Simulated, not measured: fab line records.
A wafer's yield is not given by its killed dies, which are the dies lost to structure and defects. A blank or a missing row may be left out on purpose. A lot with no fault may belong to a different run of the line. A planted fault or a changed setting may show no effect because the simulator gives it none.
Matching of chambers || flow n5-finfet || N5_BEOL_M0_STRIP_142 on rie-diel-04 has 4 sister chambers
The step strips in N2/H2, time 10 s. 20 wafers are shown with their chamber, then 10 later ones without.

== WAFERS PAIRED WITH THEIR CHAMBERS ==
{"wafer": "L075.1", "chamber": 2, "throttle-valve-pct (%)": 23.90, "drypump-motor-current-A (A)": 5.9, "oes-product-au (a.u.)": 0.70}
{"wafer": "L075.3", "chamber": 0, "throttle-valve-pct (%)": 23.70, "drypump-motor-current-A (A)": 5.5, "oes-product-au (a.u.)": 0.77}
{"wafer": "L075.5", "chamber": 1, "throttle-valve-pct (%)": 23.34, "drypump-motor-current-A (A)": 6.2, "oes-product-au (a.u.)": 0.89}
{"wafer": "L078.3", "chamber": 3, "throttle-valve-pct (%)": 23.74, "drypump-motor-current-A (A)": 5.6, "oes-product-au (a.u.)": 0.88}
{"wafer": "L078.5", "chamber": 0, "throttle-valve-pct (%)": 23.70, "drypump-motor-current-A (A)": 5.5, "oes-product-au (a.u.)": 0.75}
{"wafer": "L078.6", "chamber": 3, "throttle-valve-pct (%)": 23.71, "drypump-motor-current-A (A)": 5.6, "oes-product-au (a.u.)": 0.88}
{"wafer": "L079.1", "chamber": 3, "throttle-valve-pct (%)": 23.73, "drypump-motor-current-A (A)": 5.7, "oes-product-au (a.u.)": 0.87}
{"wafer": "L079.4", "chamber": 1, "throttle-valve-pct (%)": 23.34, "drypump-motor-current-A (A)": 6.1, "oes-product-au (a.u.)": 0.87}
{"wafer": "L079.6", "chamber": 0, "throttle-valve-pct (%)": 23.70, "drypump-motor-current-A (A)": 5.5, "oes-product-au (a.u.)": 0.75}
{"wafer": "L087.2", "chamber": 3, "throttle-valve-pct (%)": 23.75, "drypump-motor-current-A (A)": 5.6, "oes-product-au (a.u.)": 0.86}
{"wafer": "L087.3", "chamber": 2, "throttle-valve-pct (%)": 23.93, "drypump-motor-current-A (A)": 5.8, "oes-product-au (a.u.)": 0.69}
{"wafer": "L087.4", "chamber": 0, "throttle-valve-pct (%)": 23.74, "drypump-motor-current-A (A)": 5.5, "oes-product-au (a.u.)": 0.75}
{"wafer": "L088.2", "chamber": 1, "throttle-valve-pct (%)": 23.38, "drypump-motor-current-A (A)": 6.1, "oes-product-au (a.u.)": 0.85}
{"wafer": "L088.5", "chamber": 2, "throttle-valve-pct (%)": 23.95, "drypump-motor-current-A (A)": 5.9, "oes-product-au (a.u.)": 0.68}
{"wafer": "L088.6", "chamber": 1, "throttle-valve-pct (%)": 23.36, "drypump-motor-current-A (A)": 6.1, "oes-product-au (a.u.)": 0.85}
{"wafer": "L089.2", "chamber": 3, "throttle-valve-pct (%)": 23.75, "drypump-motor-current-A (A)": 5.7, "oes-product-au (a.u.)": 0.85}
{"wafer": "L089.3", "chamber": 2, "throttle-valve-pct (%)": 23.95, "drypump-motor-current-A (A)": 5.9, "oes-product-au (a.u.)": 0.68}
{"wafer": "L089.6", "chamber": 1, "throttle-valve-pct (%)": 23.36, "drypump-motor-current-A (A)": 6.1, "oes-product-au (a.u.)": 0.85}
{"wafer": "L092.1", "chamber": 3, "throttle-valve-pct (%)": 23.77, "drypump-motor-current-A (A)": 5.7, "oes-product-au (a.u.)": 0.83}
{"wafer": "L092.4", "chamber": 0, "throttle-valve-pct (%)": 23.74, "drypump-motor-current-A (A)": 5.5, "oes-product-au (a.u.)": 0.74}

SIGNATURES (averages over the wafers above)
{"reading": "throttle-valve-pct", "chamber 0": 23.7160, "chamber 1": 23.3560, "chamber 2": 23.9325, "chamber 3": 23.7417, "scatter within a chamber": 0.0206}
{"reading": "drypump-motor-current-A", "chamber 0": 5.500, "chamber 1": 6.120, "chamber 2": 5.875, "chamber 3": 5.650, "scatter within a chamber": 0.0437}
{"reading": "oes-product-au", "chamber 0": 0.7520, "chamber 1": 0.8620, "chamber 2": 0.6875, "chamber 3": 0.8617, "scatter within a chamber": 0.0156}
Rule: a wafer's distance from a chamber is the root of the sum, over the readings, of the square of ((its reading less the chamber's mean) divided by the reading's scatter). The wafer belongs to the nearest chamber; if the next one is less than 2 further off, it can't be placed. How the scatter is found: for the shown wafers, subtract from each reading the mean of its chamber, square and add these, divide the total by (wafers less chambers), then take the root.

== WAFERS WITHOUT THEIR CHAMBER ==
{"wafer": "L092.6", "throttle-valve-pct (%)": 23.75, "drypump-motor-current-A (A)": 5.7, "oes-product-au (a.u.)": 0.84}
{"wafer": "L094.1", "throttle-valve-pct (%)": 23.78, "drypump-motor-current-A (A)": 5.7, "oes-product-au (a.u.)": 0.82}
{"wafer": "L094.2", "throttle-valve-pct (%)": 23.39, "drypump-motor-current-A (A)": 6.1, "oes-product-au (a.u.)": 0.83}
{"wafer": "L094.3", "throttle-valve-pct (%)": 23.73, "drypump-motor-current-A (A)": 5.5, "oes-product-au (a.u.)": 0.74}
{"wafer": "L094.4", "throttle-valve-pct (%)": 23.72, "drypump-motor-current-A (A)": 5.5, "oes-product-au (a.u.)": 0.73}
{"wafer": "L094.5", "throttle-valve-pct (%)": 23.77, "drypump-motor-current-A (A)": 5.6, "oes-product-au (a.u.)": 0.83}
{"wafer": "L094.6", "throttle-valve-pct (%)": 23.40, "drypump-motor-current-A (A)": 6.1, "oes-product-au (a.u.)": 0.82}
{"wafer": "L097.2", "throttle-valve-pct (%)": 23.74, "drypump-motor-current-A (A)": 5.5, "oes-product-au (a.u.)": 0.73}
{"wafer": "L097.3", "throttle-valve-pct (%)": 23.78, "drypump-motor-current-A (A)": 5.6, "oes-product-au (a.u.)": 0.82}
{"wafer": "L097.6", "throttle-valve-pct (%)": 23.77, "drypump-motor-current-A (A)": 5.7, "oes-product-au (a.u.)": 0.82}

== WHICH CHAMBER EACH WENT THROUGH ==
{"wafer": "L092.6", "from the rows above": 3, "in truth": 3}
{"wafer": "L094.1", "from the rows above": 3, "in truth": 3}
{"wafer": "L094.2", "from the rows above": 1, "in truth": 1}
{"wafer": "L094.3", "from the rows above": 0, "in truth": 0}
{"wafer": "L094.4", "from the rows above": 0, "in truth": 0}
{"wafer": "L094.5", "from the rows above": 3, "in truth": 3}
{"wafer": "L094.6", "from the rows above": 1, "in truth": 1}
{"wafer": "L097.2", "from the rows above": 0, "in truth": 0}
{"wafer": "L097.3", "from the rows above": 3, "in truth": 3}
{"wafer": "L097.6", "from the rows above": 3, "in truth": 3}
10 of 10 placed correctly. Left unplaced by these rows: 0. Number placed wrongly: 0.
